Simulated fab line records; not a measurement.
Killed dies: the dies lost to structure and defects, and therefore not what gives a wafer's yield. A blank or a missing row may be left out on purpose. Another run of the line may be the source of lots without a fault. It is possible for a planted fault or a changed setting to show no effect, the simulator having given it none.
Chamber matching || flow nandHarc || rieDiel-07 running NHARC_A_ZERO_WELL_DESCUM_12: 4 sister chambers
The step chemistry O2, time 3 s. 20 wafers are shown with their chamber, then 10 later ones without.

## EACH WAFER AND ITS CHAMBER
{"wafer": "L811.2", "chamber": 3, "rfVppV (V)": 57.9, "oesProductAu (a.u.)": 0.991, "throttleValvePct (%)": 11.297}
{"wafer": "L811.3", "chamber": 0, "rfVppV (V)": 58.9, "oesProductAu (a.u.)": 0.997, "throttleValvePct (%)": 11.319}
{"wafer": "L811.6", "chamber": 0, "rfVppV (V)": 59.2, "oesProductAu (a.u.)": 1.008, "throttleValvePct (%)": 11.313}
{"wafer": "L813.2", "chamber": 1, "rfVppV (V)": 57.6, "oesProductAu (a.u.)": 0.996, "throttleValvePct (%)": 11.306}
{"wafer": "L813.5", "chamber": 0, "rfVppV (V)": 57.2, "oesProductAu (a.u.)": 1.002, "throttleValvePct (%)": 11.310}
{"wafer": "L813.6", "chamber": 1, "rfVppV (V)": 56.8, "oesProductAu (a.u.)": 0.988, "throttleValvePct (%)": 11.322}
{"wafer": "L816.2", "chamber": 0, "rfVppV (V)": 58.2, "oesProductAu (a.u.)": 0.993, "throttleValvePct (%)": 11.320}
{"wafer": "L816.3", "chamber": 3, "rfVppV (V)": 56.8, "oesProductAu (a.u.)": 1.000, "throttleValvePct (%)": 11.308}
{"wafer": "L816.5", "chamber": 3, "rfVppV (V)": 57.8, "oesProductAu (a.u.)": 0.994, "throttleValvePct (%)": 11.309}
{"wafer": "L817.3", "chamber": 3, "rfVppV (V)": 56.5, "oesProductAu (a.u.)": 0.992, "throttleValvePct (%)": 11.307}
{"wafer": "L817.5", "chamber": 3, "rfVppV (V)": 57.3, "oesProductAu (a.u.)": 1.010, "throttleValvePct (%)": 11.318}
{"wafer": "L817.6", "chamber": 0, "rfVppV (V)": 58.5, "oesProductAu (a.u.)": 1.002, "throttleValvePct (%)": 11.319}
{"wafer": "L818.1", "chamber": 0, "rfVppV (V)": 58.3, "oesProductAu (a.u.)": 1.002, "throttleValvePct (%)": 11.302}
{"wafer": "L818.3", "chamber": 1, "rfVppV (V)": 57.7, "oesProductAu (a.u.)": 0.994, "throttleValvePct (%)": 11.311}
{"wafer": "L818.5", "chamber": 3, "rfVppV (V)": 56.4, "oesProductAu (a.u.)": 0.998, "throttleValvePct (%)": 11.301}
{"wafer": "L820.2", "chamber": 2, "rfVppV (V)": 58.6, "oesProductAu (a.u.)": 0.990, "throttleValvePct (%)": 11.324}
{"wafer": "L820.5", "chamber": 3, "rfVppV (V)": 57.0, "oesProductAu (a.u.)": 0.996, "throttleValvePct (%)": 11.303}
{"wafer": "L820.6", "chamber": 2, "rfVppV (V)": 58.5, "oesProductAu (a.u.)": 0.988, "throttleValvePct (%)": 11.323}
{"wafer": "L823.2", "chamber": 2, "rfVppV (V)": 59.3, "oesProductAu (a.u.)": 0.994, "throttleValvePct (%)": 11.311}
{"wafer": "L823.5", "chamber": 3, "rfVppV (V)": 58.9, "oesProductAu (a.u.)": 0.990, "throttleValvePct (%)": 11.312}

SIGNATURES (averages over the wafers above)
{"reading": "rfVppV", "chamber 0": 58.383, "chamber 1": 57.367, "chamber 2": 58.800, "chamber 3": 57.325, "scatter within a chamber": 0.716}
{"reading": "oesProductAu", "chamber 0": 1.00067, "chamber 1": 0.99267, "chamber 2": 0.99067, "chamber 3": 0.99638, "scatter within a chamber": 0.00548}
{"reading": "throttleValvePct", "chamber 0": 11.31383, "chamber 1": 11.31300, "chamber 2": 11.31933, "chamber 3": 11.30687, "scatter within a chamber": 0.00702}
Rule: a wafer lies at a distance from a chamber equal to the root of the sum of squares, over the readings, of (its reading less the chamber's mean, divided by the reading's scatter). The wafer belongs to the nearest chamber; if the next one is less than 2 further off, it can't be placed. The scatter: the root of (the sum of the squares of (reading less its chamber's mean) over the shown wafers, divided by (wafers less chambers)).

## WAFERS MISSING THEIR CHAMBER
{"wafer": "L823.6", "rfVppV (V)": 57.1, "oesProductAu (a.u.)": 0.999, "throttleValvePct (%)": 11.311}
{"wafer": "L832.1", "rfVppV (V)": 59.3, "oesProductAu (a.u.)": 1.005, "throttleValvePct (%)": 11.319}
{"wafer": "L832.2", "rfVppV (V)": 60.0, "oesProductAu (a.u.)": 0.999, "throttleValvePct (%)": 11.301}
{"wafer": "L832.4", "rfVppV (V)": 58.0, "oesProductAu (a.u.)": 1.002, "throttleValvePct (%)": 11.322}
{"wafer": "L833.1", "rfVppV (V)": 57.4, "oesProductAu (a.u.)": 1.004, "throttleValvePct (%)": 11.306}
{"wafer": "L833.3", "rfVppV (V)": 59.4, "oesProductAu (a.u.)": 0.997, "throttleValvePct (%)": 11.314}
{"wafer": "L833.6", "rfVppV (V)": 57.9, "oesProductAu (a.u.)": 0.988, "throttleValvePct (%)": 11.303}
{"wafer": "L834.1", "rfVppV (V)": 56.4, "oesProductAu (a.u.)": 0.999, "throttleValvePct (%)": 11.327}
{"wafer": "L834.2", "rfVppV (V)": 58.4, "oesProductAu (a.u.)": 0.995, "throttleValvePct (%)": 11.309}
{"wafer": "L834.5", "rfVppV (V)": 57.8, "oesProductAu (a.u.)": 1.014, "throttleValvePct (%)": 11.308}

## EACH ONE'S CHAMBER
{"wafer": "L823.6", "from the rows above": "can't be placed: 3 or 1 or 0", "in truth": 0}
{"wafer": "L832.1", "from the rows above": "can't be placed: 0 or 2 or 3 or 1", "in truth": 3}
{"wafer": "L832.2", "from the rows above": "can't be placed: 0 or 2 or 3 or 1", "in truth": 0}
{"wafer": "L832.4", "from the rows above": "can't be placed: 0 or 1 or 2 or 3", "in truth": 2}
{"wafer": "L833.1", "from the rows above": "can't be placed: 3 or 0 or 1", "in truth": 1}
{"wafer": "L833.3", "from the rows above": "can't be placed: 0 or 2 or 1 or 3", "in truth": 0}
{"wafer": "L833.6", "from the rows above": "can't be placed: 3 or 1 or 2 or 0", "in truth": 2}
{"wafer": "L834.1", "from the rows above": "can't be placed: 1 or 3 or 0 or 2", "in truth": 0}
{"wafer": "L834.2", "from the rows above": "can't be placed: 0 or 3 or 1 or 2", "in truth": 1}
{"wafer": "L834.5", "from the rows above": "can't be placed: 0 or 3 or 1", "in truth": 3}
Correct placement for 0 of the 10. Cannot be placed on the basis of these rows: 10; the candidates contain the true chamber in 10. Placed wrongly: 0.
